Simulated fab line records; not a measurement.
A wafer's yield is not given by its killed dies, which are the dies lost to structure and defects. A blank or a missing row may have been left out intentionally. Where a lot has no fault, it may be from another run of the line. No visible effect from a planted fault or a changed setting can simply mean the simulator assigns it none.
Matching of chambers -- flow nand-harc -- NHARC_A_CONTACT_ALD_18 on ald-metal-04 has 4 sister chambers
The step deposits TiN, target thk 3 nm, pulse time 1 s, ald cycles 150. 8 wafers are shown with their chamber, then 7 later ones without.

== WAFERS, EACH WITH ITS CHAMBER ==
wafer,chamber,heater-power-w (W),precursor-pulse-height-rel
L081.3,3,988,1.009
L082.2,0,1063,0.999
L082.5,1,876,1.046
L087.2,3,997,1.048
L087.3,0,1064,1.004
L087.4,2,1143,1.004
L090.2,2,1128,0.972
L090.4,1,886,1.011

== WAFERS WHOSE CHAMBER IS MISSING ==
wafer,heater-power-w (W),precursor-pulse-height-rel
L090.5,993,0.996
L093.1,1067,1.006
L093.3,905,0.988
L093.4,1148,0.989
L096.1,1010,1.005
L096.2,920,1.002
L096.3,1178,1.022

== THE CHAMBER EACH PASSED THROUGH ==
wafer,from the rows above,in truth
L090.5,3,3
L093.1,0,0
L093.3,1,1
L093.4,2,2
L096.1,3,3
L096.2,1,1
L096.3,2,2
7 of 7 placed correctly. Number that these rows cannot place: 0. 0 placed wrongly.
How it was worked out, from the rows above alone: a wafer's distance from a chamber is the root of the sum, over the readings, of the square of ((its reading less the chamber's mean) divided by the reading's scatter). If the next closest chamber is less than 2 further off than the closest, the wafer can't be placed; otherwise it belongs to the closest. For every chamber, the mean is computed from those of its wafers that are shown. How the scatter is found: for the shown wafers, subtract from each reading the mean of its chamber, square and add these, divide the total by (wafers less chambers), then take the root.
